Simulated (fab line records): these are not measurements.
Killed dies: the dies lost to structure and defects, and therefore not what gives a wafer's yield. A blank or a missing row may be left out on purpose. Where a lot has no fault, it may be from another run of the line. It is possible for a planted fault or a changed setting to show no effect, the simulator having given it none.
Shared-tool check :: flow n5 finfet :: 11 lots, 32 wafers sampled

THE REASON FOR OPENING IT
At N5_BEOL_M4_RC_MEAS_101 the reading VT_N_LVT is flagged on 2 of 11 lots. Wafers without a fault read 98 mV, standard deviation 3.1.
Rule: flag the lot when none of its wafers has a number, or when each of its wafers that has one lies beyond 4 standard deviations from that mean. The other lots count as sound.

lot: L570
measured: day 8 07:31
on: prober-01
VT_N_LVT (mV), wafer by wafer: 100 95 98
flag: 

lot: L572
measured: day 8 12:54
on: prober-02
VT_N_LVT (mV), wafer by wafer: 99 97 97
flag: 

lot: L571
measured: day 8 18:02
on: prober-02
VT_N_LVT (mV), wafer by wafer: 102 100 101
flag: 

lot: L574
measured: day 9 10:52
on: prober-01
VT_N_LVT (mV), wafer by wafer: 96 99 99
flag: 

lot: L576
measured: day 9 23:06
on: prober-01
VT_N_LVT (mV), wafer by wafer: 95 98 95
flag: 

lot: L578
measured: day 10 17:59
on: prober-02
VT_N_LVT (mV), wafer by wafer: 101 98
flag: 

lot: L579
measured: day 10 18:57
on: prober-01
VT_N_LVT (mV), wafer by wafer: 101 98 100
flag: 

lot: L581
measured: day 11 10:46
on: prober-01
VT_N_LVT (mV), wafer by wafer: 96 98 98
flag: 

lot: L582
measured: day 11 15:33
on: prober-01
VT_N_LVT (mV), wafer by wafer: 97 103 102
flag: 

lot: L589
measured: day 13 07:11
on: prober-02
VT_N_LVT (mV), wafer by wafer: 85 81 81
flag: FLAGGED

lot: L586
measured: day 14 08:28
on: prober-01
VT_N_LVT (mV), wafer by wafer: 82 81 83
flag: FLAGGED
The numbers of the flagged lots are 82 mV on average: -16 mV against the usual, or -5 standard deviations.

LOT BY LOT: THE TOOL USED
4 process steps preceding the reading are held in the record, out of 1938 steps in the route. Read each cell as the tool, then ch plus the chambers that the sampled wafers visited, then the start.
lot: L570
flag: 
N5_HKMG_FIN_RTA_80: rtp anneal-01 ch 0, day 4 08:06
N5_BEOL_M4_ANNEAL_91: pvd sputter-01, day 8 05:41
N5_BEOL_M4_ANNEAL_93: pvd sputter-01, day 8 05:54
N5_BEOL_M4_CO_CAP_55: cvd co-02 ch 1,2, day 8 07:08

lot: L572
flag: 
N5_HKMG_FIN_RTA_80: rtp anneal-01 ch 0, day 4 20:10
N5_BEOL_M4_ANNEAL_91: pvd sputter-01, day 8 11:13
N5_BEOL_M4_ANNEAL_93: pvd sputter-01, day 8 11:26
N5_BEOL_M4_CO_CAP_55: cvd co-02 ch 0,1, day 8 12:40

lot: L571
flag: 
N5_HKMG_FIN_RTA_80: rtp anneal-02 ch 0, day 4 12:52
N5_BEOL_M4_ANNEAL_91: pvd sputter-03, day 8 16:20
N5_BEOL_M4_ANNEAL_93: pvd sputter-03, day 8 16:34
N5_BEOL_M4_CO_CAP_55: cvd co-02 ch 0,2, day 8 17:48

lot: L574
flag: 
N5_HKMG_FIN_RTA_80: rtp anneal-02 ch 0, day 5 06:40
N5_BEOL_M4_ANNEAL_91: pvd sputter-02, day 9 09:08
N5_BEOL_M4_ANNEAL_93: pvd sputter-02, day 9 09:22
N5_BEOL_M4_CO_CAP_55: cvd co-01 ch 0,1, day 9 10:35

lot: L576
flag: 
N5_HKMG_FIN_RTA_80: rtp anneal-02 ch 0, day 5 20:19
N5_BEOL_M4_ANNEAL_91: pvd sputter-01, day 9 21:23
N5_BEOL_M4_ANNEAL_93: pvd sputter-01, day 9 21:37
N5_BEOL_M4_CO_CAP_55: cvd co-02 ch 0,1,2, day 9 22:50

lot: L578
flag: 
N5_HKMG_FIN_RTA_80: rtp anneal-02 ch 0, day 6 10:56
N5_BEOL_M4_ANNEAL_91: pvd sputter-01, day 10 15:50
N5_BEOL_M4_ANNEAL_93: pvd sputter-01, day 10 16:04
N5_BEOL_M4_CO_CAP_55: cvd co-01 ch 0,1, day 10 17:19

lot: L579
flag: 
N5_HKMG_FIN_RTA_80: rtp anneal-02 ch 0, day 6 16:17
N5_BEOL_M4_ANNEAL_91: pvd sputter-03, day 10 17:11
N5_BEOL_M4_ANNEAL_93: pvd sputter-03, day 10 17:24
N5_BEOL_M4_CO_CAP_55: cvd co-02 ch 0,2, day 10 18:43

lot: L581
flag: 
N5_HKMG_FIN_RTA_80: rtp anneal-02 ch 0, day 7 04:25
N5_BEOL_M4_ANNEAL_91: pvd sputter-02, day 11 09:05
N5_BEOL_M4_ANNEAL_93: pvd sputter-02, day 11 09:18
N5_BEOL_M4_CO_CAP_55: cvd co-01 ch 0,2, day 11 10:32

lot: L582
flag: 
N5_HKMG_FIN_RTA_80: rtp anneal-01 ch 0, day 7 11:03
N5_BEOL_M4_ANNEAL_91: pvd sputter-01, day 11 13:52
N5_BEOL_M4_ANNEAL_93: pvd sputter-01, day 11 14:05
N5_BEOL_M4_CO_CAP_55: cvd co-02 ch 0,1,2, day 11 15:19

lot: L589
flag: FLAGGED
N5_HKMG_FIN_RTA_80: rtp anneal-02 ch 0, day 9 01:23
N5_BEOL_M4_ANNEAL_91: pvd sputter-03, day 13 05:21
N5_BEOL_M4_ANNEAL_93: pvd sputter-03, day 13 05:34
N5_BEOL_M4_CO_CAP_55: cvd co-01 ch 0,1, day 13 06:48

lot: L586
flag: FLAGGED
N5_HKMG_FIN_RTA_80: rtp anneal-02 ch 0, day 9 22:50
N5_BEOL_M4_ANNEAL_91: pvd sputter-01, day 14 06:10
N5_BEOL_M4_ANNEAL_93: pvd sputter-01, day 14 06:23
N5_BEOL_M4_CO_CAP_55: cvd co-01 ch 1,2, day 14 07:55
What these steps do:
- N5_HKMG_FIN_RTA_80: time 2 s.
- N5_BEOL_M4_ANNEAL_91: time 240 s.
- N5_BEOL_M4_ANNEAL_93: time 240 s.
- N5_BEOL_M4_CO_CAP_55: material Co, precursor CCTBA/H2, target thk 2 nm, time 102.1 s.
- N5_BEOL_M4_RC_MEAS_101

FLAGGED OVER TOTAL, TOOL BY TOOL (the gauges that took the reading come last)
step: N5_HKMG_FIN_RTA_80
tool: rtp anneal-01
lots run: 3
flagged: 0
share of the flagged lots: none
sound lots run after its first flagged lot: -

step: N5_HKMG_FIN_RTA_80
tool: rtp anneal-02
lots run: 8
flagged: 2
share of the flagged lots: all
sound lots run after its first flagged lot: 0

step: N5_BEOL_M4_ANNEAL_91
tool: pvd sputter-01
lots run: 6
flagged: 1
share of the flagged lots: some
sound lots run after its first flagged lot: 0

step: N5_BEOL_M4_ANNEAL_91
tool: pvd sputter-02
lots run: 2
flagged: 0
share of the flagged lots: none
sound lots run after its first flagged lot: -

step: N5_BEOL_M4_ANNEAL_91
tool: pvd sputter-03
lots run: 3
flagged: 1
share of the flagged lots: some
sound lots run after its first flagged lot: 0

step: N5_BEOL_M4_ANNEAL_93
tool: pvd sputter-01
lots run: 6
flagged: 1
share of the flagged lots: some
sound lots run after its first flagged lot: 0

step: N5_BEOL_M4_ANNEAL_93
tool: pvd sputter-02
lots run: 2
flagged: 0
share of the flagged lots: none
sound lots run after its first flagged lot: -

step: N5_BEOL_M4_ANNEAL_93
tool: pvd sputter-03
lots run: 3
flagged: 1
share of the flagged lots: some
sound lots run after its first flagged lot: 0

step: N5_BEOL_M4_CO_CAP_55
tool: cvd co-01
lots run: 5
flagged: 2
share of the flagged lots: all
sound lots run after its first flagged lot: 0

step: N5_BEOL_M4_CO_CAP_55
tool: cvd co-02
lots run: 6
flagged: 0
share of the flagged lots: none
sound lots run after its first flagged lot: -

step: N5_BEOL_M4_RC_MEAS_101
tool: prober-01
lots run: 7
flagged: 1
share of the flagged lots: some
sound lots run after its first flagged lot: 0

step: N5_BEOL_M4_RC_MEAS_101
tool: prober-02
lots run: 4
flagged: 1
share of the flagged lots: some
sound lots run after its first flagged lot: 0

WHAT IS ALLOWED BY THE TABLE
Every flagged lot went through 2 rows of the table: rtp anneal-02 at N5_HKMG_FIN_RTA_80 and cvd co-01 at N5_BEOL_M4_CO_CAP_55.
- rtp anneal-02 at N5_HKMG_FIN_RTA_80: 2 of its 8 lots flagged. Last sound lot L581 at day 7 04:25, first flagged lot L589 at day 9 01:23; a fault beginning in between fits.
- cvd co-01 at N5_BEOL_M4_CO_CAP_55: 2 of its 5 lots flagged. Last sound lot L581 at day 11 10:32, first flagged lot L589 at day 13 06:48; a fault beginning in between fits.
These 2 tools cannot be told apart by counting lots, since each of them fits a fault that started at some hour. More lots, or a look at what each step does to the wafer, might.

WHAT WAS PUT IN BY THE SIMULATOR
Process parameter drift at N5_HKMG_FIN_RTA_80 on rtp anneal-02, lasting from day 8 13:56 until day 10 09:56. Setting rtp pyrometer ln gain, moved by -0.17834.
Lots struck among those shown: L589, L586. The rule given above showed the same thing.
